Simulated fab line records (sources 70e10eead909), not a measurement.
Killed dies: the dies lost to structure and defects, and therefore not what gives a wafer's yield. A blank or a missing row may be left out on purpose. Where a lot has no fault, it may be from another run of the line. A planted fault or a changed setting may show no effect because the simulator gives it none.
Struck lot and sound lot, side by side    flow nand-harc    45 out of 1302 route steps
Sound: these wafers, L988.3, L988.5, L988.6. Struck: wafer L101.3. The cause comes at the end.
Order at every step that has rows: each side's tool, ch and its chambers, its first start. Under that, the readings that differ: sound wafers    struck wafers    difference of the means    sigmas: that difference in standard deviations of wafers without a fault.
alike: a reading whose means differ by less than 2 such deviations, as well as words and numbers matching on both sides. not compared: withheld readings; readings where some wafer has no value; bounds like >300 that might hide an equal value; numbers whose values overlap and for which the record gives no deviation.
Wherever a step has rows on one side only, a row that says differs or no value, or a row with sigmas, the two part there. When numbers do not overlap yet have no deviation, they are printed without sigmas and do not part them. A reading missing from all wafers of one side parts the sides only when that side holds two or more wafers.

first, 3 steps without rows for these wafers: NHARC_P_GATE_ETCH_104 (etches the open film in CF4/CHF3, target depth 60 nm); NHARC_P_GATE_HM_OPEN_105 (chemistry O2/COS, target depth 360 nm); NHARC_P_GATE_STRIP_106 (strips in O2/COS).
NHARC_P_GATE_ETCH_114: etches the open film in CF4/O2, target depth 30 nm, overetch 3 nm, time 16.5 s.
  sound: rie-diel-11 ch 0,2,3; struck: rie-diel-11 ch 3
  alike: drypump-motor-current-A, oes-product-au, rf-vpp-V, showerhead-plenum-p-Torr, throttle-valve-pct
  not compared: rf-hours-counter-h
NHARC_P_GATE_ETCH_32: etches the open film in HBr/Cl2, target depth 150 nm, time 100.1 s.
  sound on rie-si-06 ch 1,2, day 5 10:09; struck on rie-si-06 ch 2, day 11 07:10
  alike: drypump-motor-current-A, oes-product-au, throttle-valve-pct
  not compared: rf-hours-counter-h
then, 1 step without rows for these wafers: NHARC_P_GATE_STRIP_108 (strips in O2).
NHARC_P_GATE_CD_MEAS_33:
  sound: cd-sem-02 at day 5 10:29; struck: cd-sem-03 at day 11 07:27
  alike: cd-nm
then, 3 steps without rows for these wafers: NHARC_P_GATE_STRIP_35 (strips in SPM, time 600 s); NHARC_P_GATE_PRECLEAN_73 (cleans in SC1); NHARC_P_GATE_SRD_74.
NHARC_P_GATE_ALD_36: deposits SiNx, target thk 20 nm, pulse time 60 s, ald cycles 223.
  sound on ald-sin-01 ch 2,3, day 5 10:56; struck on ald-sin-04 ch 1, day 11 10:03
reading                     sound              struck  difference  sigmas
heater-power-w (W)          868 832 935        688     -190        -2
precursor-pulse-height-rel  0.977 1.005 1.015  1.048   +0.049      +2
then, 1 step without rows for these wafers: NHARC_P_GATE_ETCHBACK_37 (etches the open film in CHF3/O2, target depth 34.5 nm, time 17.2 s).
NHARC_P_GATE_STRIP_101: strips in O2, time 20 s.
  sound on rie-diel-11 ch 0,2,3, day 5 20:30; struck on rie-diel-01 ch 2, day 11 17:37
  alike: drypump-motor-current-A, oes-product-au, rf-vpp-V, showerhead-plenum-p-Torr, throttle-valve-pct
  not compared: rf-hours-counter-h
then, 12 steps without rows for these wafers: NHARC_P_GATE_PRECLEAN_97 (cleans in SPM, time 600 s); NHARC_P_GATE_SRD_98; NHARC_P_GATE_PRECLEAN_99 (cleans in SC1); NHARC_P_GATE_SRD_100; NHARC_P_GATE_DEHYDRATE_38 (time 120 s); NHARC_P_GATE_HMDS_39 (time 30 s); NHARC_P_GATE_COAT_40; NHARC_P_GATE_SOFTBAKE_41 (time 95 s); NHARC_P_GATE_EBR_42; NHARC_P_GATE_EXPOSE_43 (exposes mask P NSD, target cd 720 nm); NHARC_P_GATE_PEB_44 (peb time 85 s); NHARC_P_GATE_DEVELOP_45 (time 70 s).
NHARC_P_GATE_CD_MEAS_46 targets a cd of 720 nm.
  sound on cd-sem-01 ch 0, day 5 21:25; struck on cd-sem-02 ch 0, day 11 18:32
reading     sound              struck  difference  sigmas
cd-nm (nm)  723.1 723.5 723.2  720.2   -3.1        -3
then, 3 steps without rows for these wafers: NHARC_P_GATE_HARDBAKE_47 (time 80 s); NHARC_P_GATE_DESCUM_48 (chemistry O2, time 3 s); NHARC_P_GATE_IMPLANT_49.
NHARC_P_GATE_STRIP_111: strips in N2/H2, time 250 s.
  sound on plasma-asher-01 ch 0,1, day 5 22:06; struck on plasma-asher-01 ch 1, day 11 19:10
  alike: drypump-motor-current-A, heater-power-w
  not compared: rf-hours-counter-h
NHARC_P_GATE_STRIP_75: strips in O2.
  sound on plasma-asher-01 ch 0,1, day 5 22:17; struck on plasma-asher-01 ch 1, day 11 19:23
  alike: drypump-motor-current-A, heater-power-w
  not compared: rf-hours-counter-h
then, 9 steps without rows for these wafers: NHARC_P_GATE_STRIP_50 (strips in SPM, time 900 s); NHARC_P_GATE_DEHYDRATE_51 (time 120 s); NHARC_P_GATE_HMDS_52 (time 30 s); NHARC_P_GATE_COAT_53; NHARC_P_GATE_SOFTBAKE_54 (time 95 s); NHARC_P_GATE_EBR_55; NHARC_P_GATE_EXPOSE_56 (exposes mask P PSD, target cd 720 nm); NHARC_P_GATE_PEB_57 (peb time 85 s); NHARC_P_GATE_DEVELOP_58 (time 70 s).
NHARC_P_GATE_CD_MEAS_59 targets a cd of 720 nm.
  sound on cd-sem-03 ch 0, day 5 23:11; struck on cd-sem-03 ch 0, day 11 20:17
  alike: cd-nm
then, 1 step without rows for these wafers: NHARC_P_GATE_HARDBAKE_60 (time 80 s).
NHARC_P_GATE_INSPECT_68:
  sound: defect-inspect-01 at day 6 03:56; struck: defect-inspect-02 at day 12 01:14
reading           sound        struck  difference  sigmas
raw-defect-count  187 276 333  512     +247        +4
  not compared: hold
NHARC_P_CONTACT_DEP_30: deposits SiNx, target thk 30 nm.
  sound on pecvd-01 ch 0,1,2, day 6 04:00; struck on pecvd-03 ch 2, day 12 04:07
reading  sound  struck                    difference                    sigmas
hold     - - -  await-dispo/2.5h/release  no value on the sound wafers  
  alike: heater-power-w
-- the record jumps here: 19 days lie between the struck wafers' starts before and after (it left off in module P_CONTACT and takes up again in module END, whose first step shown is number 1302 of the route) --
NHARC_END_SORT_01:
  here the record holds rows for the struck wafers (prober-02 ch 0, day 30 17:08) but none for the sound ones

WHERE THEY PART
First at NHARC_P_GATE_ALD_36; last, within this record, at NHARC_END_SORT_01.

WHY: what the simulator had put in
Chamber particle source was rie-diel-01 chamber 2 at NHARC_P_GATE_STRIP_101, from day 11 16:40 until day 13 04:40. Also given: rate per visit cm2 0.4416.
